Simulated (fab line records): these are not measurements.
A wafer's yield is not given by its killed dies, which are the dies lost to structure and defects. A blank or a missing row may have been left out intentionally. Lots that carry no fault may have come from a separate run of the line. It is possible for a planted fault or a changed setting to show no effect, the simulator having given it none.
Chamber matching    flow nand_harc    4 sister chambers for NHARC_A_WL_FILL_ALD_00 on ald_hk-04
The step deposits Al2O3, target thk 3 nm, pulse time 3 s, ald cycles 30. 8 wafers are shown with their chamber, then 7 later ones without.

== WAFERS PAIRED WITH THEIR CHAMBERS ==
wafer   chamber  heater_power_w (W)  precursor_pulse_height_rel
L837.5  3        499                 1.013
L839.2  2        412                 1.011
L839.3  3        511                 1.010
L839.6  2        420                 1.008
L846.1  1        515                 1.002
L846.2  0        368                 1.004
L853.2  1        513                 1.004
L853.4  0        365                 0.998

== WAFERS WITH NO CHAMBER GIVEN ==
wafer   heater_power_w (W)  precursor_pulse_height_rel
L853.5  520                 0.977
L850.1  404                 0.989
L850.2  516                 0.931
L850.6  375                 1.009
L854.1  373                 0.961
L854.4  515                 1.007
L854.5  367                 0.994

== THE CHAMBER EACH PASSED THROUGH ==
wafer   from the rows above      in truth
L853.5  1                        1
L850.1  can't be placed: 2 or 0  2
L850.2  1                        1
L850.6  0                        0
L854.1  0                        0
L854.4  can't be placed: 1 or 3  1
L854.5  0                        0
Correct placement for 5 of the 7. Not placeable from these rows: 2 (in 2, the candidates include the true chamber). Placed wrongly: 0.
How it was worked out, from the rows above alone: a wafer's distance from a chamber is the root of the sum, over the readings, of the square of ((its reading less the chamber's mean) divided by the reading's scatter). The wafer belongs to the nearest chamber; if the next one is less than 2 further off, it can't be placed. The mean given for a chamber averages the wafers shown for that chamber. The scatter: the root of (the sum of the squares of (reading less its chamber's mean) over the shown wafers, divided by (wafers less chambers)).
